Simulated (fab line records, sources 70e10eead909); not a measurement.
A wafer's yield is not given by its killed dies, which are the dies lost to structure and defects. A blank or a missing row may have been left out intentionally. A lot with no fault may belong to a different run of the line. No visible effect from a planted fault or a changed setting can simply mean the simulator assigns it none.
Which tool was responsible? ; flow nand harc ; 13 lots with 39 wafers sampled at 2 steps, on a route of 1159 steps

== WHAT EACH GAUGE READ, for each wafer ==
NHARC_A_M1_INSPECT_27. Usual: raw defect count reads 460 (standard deviation 130).
lot;measured;on;raw defect count;flag
L577;day 18 00:56;defect inspect-02;442 527 422;
L576;day 18 11:26;defect inspect-01;614 495 621;
L580;day 18 12:20;defect inspect-01;767 510 496;
L581;day 18 15:16;defect inspect-02;479 478 726;
L583;day 19 20:44;defect inspect-01;392 295 261;
L584;day 20 04:25;defect inspect-02;523 336 498;
L582;day 20 11:40;defect inspect-02;407 318 334;
L591;day 21 18:32;defect inspect-02;534 452 410;
L594;day 22 01:08;defect inspect-01;374 496 415;
L597;day 22 22:18;defect inspect-01;397 302 299;
L596;day 23 00:23;defect inspect-02;556 610 437;
L598;day 23 10:24;defect inspect-01;429 316 504;
L599;day 23 16:29;defect inspect-01;419 306 323;

== WHAT TOOL EACH LOT RAN ON (gives the tool, then ch and the chambers of the sampled wafers, and finally the start) ==
lot;NHARC_A_M1_PVD_21
L577;pvd sputter-03, day 18 00:56 or earlier
L576;pvd sputter-02, day 18 11:26 or earlier
L580;pvd sputter-01, day 18 12:20 or earlier
L581;pvd sputter-02, day 18 15:16 or earlier
L583;pvd sputter-01, day 19 20:44 or earlier
L584;pvd sputter-01, day 20 04:25 or earlier
L582;pvd sputter-01, day 20 11:40 or earlier
L591;pvd sputter-01, day 21 18:32 or earlier
L594;pvd sputter-02, day 22 01:08 or earlier
L597;pvd sputter-02, day 22 22:18 or earlier
L596;pvd sputter-03, day 23 00:23 or earlier
L598;pvd sputter-02, day 23 10:24 or earlier
L599;pvd sputter-03, day 23 16:29 or earlier
- NHARC_A_M1_PVD_21: deposits Cu, target thk 30 nm, time 20.49 s.

== AS READ BY THE TOOLS THEMSELVES (means over the sampled wafers that have a number; for cases with no such wafer, the mark the record gives instead) ==
NHARC_A_M1_PVD_21. Usual: throttle valve pct reads 29.7 % (standard deviation 0.89).
lot;tool;throttle valve pct (%);flag
L577;pvd sputter-03;29.5;
L576;pvd sputter-02;29.9;
L580;pvd sputter-01;29.1;
L581;pvd sputter-02;29.9;
L583;pvd sputter-01;29.0;
L584;pvd sputter-01;29.3;
L582;pvd sputter-01;29.0;
L591;pvd sputter-01;29.3;
L594;pvd sputter-02;29.7;
L597;pvd sputter-02;29.0;
L596;pvd sputter-03;29.8;
L598;pvd sputter-02;29.9;
L599;pvd sputter-03;29.4;

== THE ANSWER, worked out from the rows above alone ==
Rule: a lot is off if the mean of its wafers that have a number lies more than 3 standard deviations from the usual mean. A lot without any number at a reading at which 4 lots or more have one is off too. Any other lot the step has rows for is counted as sound. After the gauges, taken in route order, come the tools' own readings; for these a lot's mean is taken, as printed above. At the first step where some lot is off, the reading lying furthest off is the one used; lots without a number count as furthest.
No lot is off on any of the readings shown, so nothing can be concluded from this.

== WHAT THE SIMULATOR HAD INSERTED ==
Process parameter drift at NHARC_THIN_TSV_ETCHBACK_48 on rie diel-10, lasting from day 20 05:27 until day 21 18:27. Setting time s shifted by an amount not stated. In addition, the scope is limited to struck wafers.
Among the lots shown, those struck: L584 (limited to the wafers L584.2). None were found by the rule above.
